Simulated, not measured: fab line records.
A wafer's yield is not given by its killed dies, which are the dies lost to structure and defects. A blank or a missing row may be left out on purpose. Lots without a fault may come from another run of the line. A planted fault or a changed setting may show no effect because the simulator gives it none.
Chamber matching	flow n5-finfet	N5_MOL_CONTACT_COAG_ALD_133 on ald-sin-04: 4 sister chambers
The step deposits SiO2, target thk 5 nm, pulse time 1 s, co reactant pulse time 1 s. 8 wafers are shown with their chamber, then 7 later ones without.

## WAFERS WITH THEIR CHAMBER
wafer	chamber	heater-power-w (W)	precursor-pulse-height-rel
L340.4	1	78	1.020
L341.4	3	74	0.977
L350.2	3	76	0.988
L353.1	2	85	1.021
L353.4	1	76	0.992
L353.5	0	79	0.994
L354.1	0	80	1.004
L354.3	2	82	1.013

## WAFERS MISSING THEIR CHAMBER
wafer	heater-power-w (W)	precursor-pulse-height-rel
L354.6	83	0.993
L358.2	77	1.013
L358.4	83	1.008
L358.5	74	0.997
L363.2	75	0.998
L363.3	83	0.963
L363.4	79	0.963

## WHICH CHAMBER EACH ONE RAN IN
wafer	from the rows above	in truth
L354.6	can't be placed: 2 or 0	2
L358.2	can't be placed: 1 or 0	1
L358.4	can't be placed: 2 or 0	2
L358.5	can't be placed: 3 or 1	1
L363.2	can't be placed: 3 or 1 or 0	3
L363.3	can't be placed: 0 or 2 or 1 or 3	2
L363.4	can't be placed: 0 or 3 or 1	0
Correct placement for 0 of the 7. These rows do not allow placing 7 (true chamber among the candidates in 7). Placed wrongly: 0.
How it was worked out, from the rows above alone: a wafer's distance from a chamber is the root of the sum, over the readings, of the square of ((its reading less the chamber's mean) divided by the reading's scatter). The wafer belongs to the nearest chamber; if the next one is less than 2 further off, it can't be placed. The mean given for a chamber averages the wafers shown for that chamber. The scatter: the root of (the sum of the squares of (reading less its chamber's mean) over the shown wafers, divided by (wafers less chambers)).
